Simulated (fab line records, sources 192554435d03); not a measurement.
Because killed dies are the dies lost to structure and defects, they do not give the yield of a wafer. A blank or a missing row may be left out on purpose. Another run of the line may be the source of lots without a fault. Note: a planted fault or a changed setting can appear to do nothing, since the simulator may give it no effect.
Problem report, 8D (eight disciplines) form, completed by code / flow n5_finfet / the parts of the form that need people (team, actions taken, sign-off) are left out

== 1. THE PROBLEM ==
Mean of killed_at_M4_up at N5_PASSIVATION_PROBE_49: 97 across 3 wafers in 2 lots; on wafers with no fault it is 13 (standard deviation 5.3). That is +16 standard deviations from the usual mean.
Seen first at day 18 06:56 on prober-01, wafer L265.1. The record has a number at this step for 6 wafers belonging to 2 lots. The rule behind "out" and "out of limits": a value lying over 4 standard deviations away from the usual mean. All remaining wafers that have a number are taken as sound.

== 2. WHAT IT IS AND WHAT IT IS NOT ==
question=which readings at this step | is=killed_at_M4_up, defect_limited_yield, killed_dies, sort_bin_5_function, sort_n_pass, sort_yield_pct | is not=killed_at_M0_to_M3, killed_at_contacts, killed_at_front_end, killed_at_other, killed_open, killed_short
question=which lots | is=L265, L266 | is not=-
question=which wafers of those lots | is=L265.1, L265.6, L266.6 | is not=L265.4, L266.2, L266.3
question=read on which tools | is=prober-01 | is not=-
question=when | is=from day 18 06:56 | is not=up to then (0 sound wafers); but 3 sound wafers of L265, L266 came after

== 3. SUSPECTS, AND WHAT RULES EACH OUT ==
Counting: if a tool at a process step up to the reading ran every lot that is out, it stays a suspect. Sound lots after the first of them don't rule it out here, since some wafers of a struck lot are sound.
- rie_diel-01 at N5_BEOL_M4_ETCHBACK_99 (etches SiO2 in CHF3, target depth 5 nm, time 10.4 s): kept. It ran every lot that is out, first L265 (day 13 05:41).
- prober-01 at N5_PASSIVATION_PROBE_49: kept. It ran every lot that is out, first L265 (day 18 06:56). Its own defect_limited_yield, killed_at_M4_up, killed_dies, sort_bin_5_function, sort_n_pass, sort_yield_pct readings are out on those wafers.
- At N5_BEOL_M4_ETCHBACK_99, inside rie_diel-01: chamber 3 took the wafers that are out, while their sound lot-mates went through chambers 0, 1.
What counting leaves: rie_diel-01 at N5_BEOL_M4_ETCHBACK_99 and prober-01 at N5_PASSIVATION_PROBE_49.

== 4. THE CAUSE (what the simulator had put in) ==
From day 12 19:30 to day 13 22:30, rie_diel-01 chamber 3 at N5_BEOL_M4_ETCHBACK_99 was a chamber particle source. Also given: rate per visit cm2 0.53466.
After counting, 2 suspects remain, this tool included.

== 5. THE EFFECT CHAIN, in route order ==
One row per reading whose mean, taken over the struck wafers that have a number, lies over 3 standard deviations from the usual. Scope: only readings with a usual standard deviation given in the record; hours: median across lots of the time from each lot's start at the first step in this table that gives one to its start at this step; sigmas: change in usual standard deviations.
hours=0; step=N5_PASSIVATION_PROBE_49; reading=defect_limited_yield; usual=91.2 %; on struck wafers=84.3; change=-6.9; sigmas=-4.6
hours=0; step=N5_PASSIVATION_PROBE_49; reading=killed_at_M4_up; usual=13; on struck wafers=97; change=+84; sigmas=+16
hours=0; step=N5_PASSIVATION_PROBE_49; reading=killed_dies; usual=103; on struck wafers=185; change=+82; sigmas=+4.8
hours=0; step=N5_PASSIVATION_PROBE_49; reading=killed_on_rim; usual=14; on struck wafers=30; change=+16; sigmas=+3.6
hours=0; step=N5_PASSIVATION_PROBE_49; reading=sort_bin_5_function; usual=5.2 %; on struck wafers=9.9; change=+4.7; sigmas=+5.0
hours=0; step=N5_PASSIVATION_PROBE_49; reading=sort_n_pass; usual=1077; on struck wafers=995; change=-82; sigmas=-4.8
hours=0; step=N5_PASSIVATION_PROBE_49; reading=sort_yield_pct; usual=91.2 %; on struck wafers=84.3; change=-6.9; sigmas=-4.6
The process steps in it:
- N5_PASSIVATION_PROBE_49

== 6. WHAT WOULD HAVE CAUGHT IT SOONER ==
The fault began at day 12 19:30; the first out-of-limits reading in this record came at day 18 06:56, 131 hours later.
An alarm limit of 4 standard deviations would not have fired on the tool readings at N5_BEOL_M4_ETCHBACK_99 for which the record gives a usual standard deviation, since none of them was out on any struck wafer.
Lots out: 2; all had begun N5_BEOL_M4_ETCHBACK_99 on rie_diel-01 by day 18 06:56. Holding the tool at that point would not have protected any of them.
